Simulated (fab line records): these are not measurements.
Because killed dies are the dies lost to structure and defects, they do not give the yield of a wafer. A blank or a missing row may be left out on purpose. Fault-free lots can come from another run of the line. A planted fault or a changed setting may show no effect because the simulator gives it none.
Split-lot experiment -- flow n5Finfet -- 21 wafers read from 7 lots, route of 1938 steps

## SPLIT DETAILS
At N5_BEOL_M11_ETCH_66 (etches SOC in N2/H2, target depth 120 nm, overetch 24 nm, time 180 s), the setting timeS was moved away from the recipe's 180 s on 4 of the 21 wafers read, by -20.1% to +20.9%. The other wafers ran this setting at the recipe's value.

Reading taken at the split's own step.

## THE READING
SiARC_of_BEOL_M11_COAT_64.thkNm (the simulator's own value, which no gauge read), in nm, at N5_BEOL_M11_ETCH_66 (etches SOC in N2/H2, target depth 120 nm, overetch 24 nm, time 180 s). The file does not state a usual value for it. Across the 17 wafers here that went through the recipe, the average is 22.5 nm and the standard deviation 0.31 nm.

wafer,"tool, chamber at the split","timeS as run, s",against the recipe,"SiARC_of_BEOL_M11_COAT_64.thkNm, nm",against lot-mates on the recipe
L074.1,"rieDiel-01, 2",180,recipe,22.6,-
L074.5,"rieDiel-01, 2",162,-10.0%,23.2,+0.5
L074.6,"rieDiel-01, 3",180,recipe,22.8,-
L079.2,"rieDiel-02, 0,1",217.6,+20.9%,21.6,-1.4
L079.3,"rieDiel-02, 0,1",217.6,+20.9%,21.6,-1.4
L079.5,"rieDiel-02, 1",180,recipe,23,-
L082.1,"rieDiel-01, 1,3",180,recipe,22.8,-
L082.3,"rieDiel-01, 1,3",180,recipe,22.8,-
L082.2,"rieDiel-01, 2",180,recipe,22.6,-
L084.2,"rieDiel-06, 0",180,recipe,22,-
L084.5,"rieDiel-06, 0",180,recipe,22,-
L084.3,"rieDiel-06, 2",180,recipe,22.4,-
L086.1,"rieDiel-06, 0",180,recipe,22,-
L086.2,"rieDiel-06, 2,3",180,recipe,22.4,-
L086.6,"rieDiel-06, 2,3",180,recipe,22.4,-
L091.1,"rieDiel-02, 1",180,recipe,22.8,-
L091.3,"rieDiel-02, 2",180,recipe,22.4,-
L091.5,"rieDiel-02, 1",143.9,-20.1%,24.2,+1.6
L095.1,"rieDiel-02, 2",180,recipe,22.4,-
L095.4,"rieDiel-02, 2",180,recipe,22.4,-
L095.2,"rieDiel-02, 0",180,recipe,23,-
Rows listing several chambers each stand for several wafers; the file does not say which wafer went through which chamber.

FIT RESULTS
A straight line over all 21 wafers: SiARC_of_BEOL_M11_COAT_64.thkNm changes by -0.0579 nm for each +1% of timeS; r = -0.83; the points scatter about the line by 0.33 nm.
The same after taking each lot's own level away (the mean of its wafers on the recipe; 21 wafers): -0.0696 nm for each +1%; r = -0.95; scatter 0.19 nm.
The reading moves by 1.5 nm for the largest change in timeS, on that fit.
Across the lots, their own levels run from 22.13 to 23.00 nm, a range of 2.8 times the standard deviation given above.
Thus the slope moves with the lot-to-lot level: the two fits are different.
Check: for one of the wafers moved furthest among these (+20.9%), held out of the fit, the line's prediction against its lot-mates is -1.47 nm. Against them it came out at -1.4 nm.

## THESE WAFERS: OTHER SPLITS
These wafers also went through other splits before the reading. Each is held against what the fit with the lots' levels taken away leaves over:
other split on the same wafers,wafers away from the commonest value,r with SiARC_of_BEOL_M11_COAT_64.thkNm (lot level and that fit taken away)
N5_BEOL_M10_PEB_26 pebTimeS,5,-0.11
N5_BEOL_M10_TRENCH_ETCH_37 timeS,10,+0.19

## THE FILE'S OWN FIT
SiARC_of_BEOL_M11_COAT_64.thkNm changes by -0.0707 nm for each +1% of timeS, r = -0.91.
